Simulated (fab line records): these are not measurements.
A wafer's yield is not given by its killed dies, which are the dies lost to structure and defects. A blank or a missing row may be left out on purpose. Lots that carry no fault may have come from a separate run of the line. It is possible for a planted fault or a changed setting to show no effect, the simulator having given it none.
Which tool was responsible? -- flow nand harc -- route of 1302 steps, sampled at 1 step: 24 lots, 72 wafers

## WHAT THE GAUGES READ, wafer by wafer
NHARC_P_M2_CD_MEAS_09: the cd target is 170 nm. Usual: cd nm 169.7 nm, standard deviation 0.86.
lot,measured,on,cd nm (nm),flag
L074,day 6 14:02,cd sem-01,170.7 169.8 170.0,
L075,day 6 17:11,cd sem-01,172.1 171.4 170.9,
L076,day 7 04:49,cd sem-02,170.9 170.9 170.2,
L077,day 7 16:17,cd sem-03,170.9 170.1 170.8,
L078,day 8 04:13,cd sem-01,169.4 169.5 168.7,
L079,day 8 09:22,cd sem-03,168.1 168.6 169.3,
L080,day 9 02:49,cd sem-01,168.4 168.4 169.2,
L081,day 9 12:35,cd sem-01,170.0 169.9 169.3,
L082,day 9 18:16,cd sem-01,170.7 170.0 169.5,
L083,day 10 12:01,cd sem-01,169.4 169.3 169.1,
L084,day 10 16:16,cd sem-01,169.7 170.5 170.1,
L085,day 10 20:04,cd sem-02,168.7 168.8 170.0,
L086,day 11 07:20,cd sem-01,169.5 169.4 169.5,
L087,day 11 18:52,cd sem-02,169.3 168.3 170.2,
L089,day 12 13:32,cd sem-02,169.1 169.7 169.4,
L088,day 12 15:57,cd sem-03,171.1 170.0 171.2,
L090,day 13 09:20,cd sem-01,169.2 168.4 168.7,
L091,day 13 11:40,cd sem-03,169.5 171.0 169.4,
L092,day 13 21:44,cd sem-01,170.1 171.1 171.2,
L093,day 14 07:04,cd sem-02,169.0 168.7 169.7,
L094,day 14 22:29,cd sem-02,168.5 169.5 168.4,
L095,day 15 02:19,cd sem-02,170.4 170.6 170.9,
L096,day 15 15:37,cd sem-01,168.2 168.1 169.4,
L097,day 16 01:48,cd sem-01,168.3 169.4 169.8,

## TOOL THAT RAN EACH LOT (tool first, then ch and the chambers of the sampled wafers, then the start)
There is no process step in the record ahead of these readings.

## AS READ BY THE TOOLS THEMSELVES (means over the sampled wafers that have a number; for cases with no such wafer, the mark the record gives instead)
The record holds no such reading with a usual standard deviation.

## THE ANSWER, worked out from the rows above alone
Rule: a lot is off if the mean of its wafers that have a number lies more than 3 standard deviations from the usual mean. Also off: a lot with no number at a reading for which 4 or more lots have one. Where the step has rows for the other lots, those lots are counted as sound. The gauges are gone through in route order, then the tools' own readings, and for those a lot's mean is taken as printed above. The first step at which some lot is off is used, and at that step the reading that is off furthest; a lot without a number counts as furthest.
No lot is off on any of the readings shown, so nothing can be concluded from this.

## WHAT THE SIMULATOR HAD INSERTED
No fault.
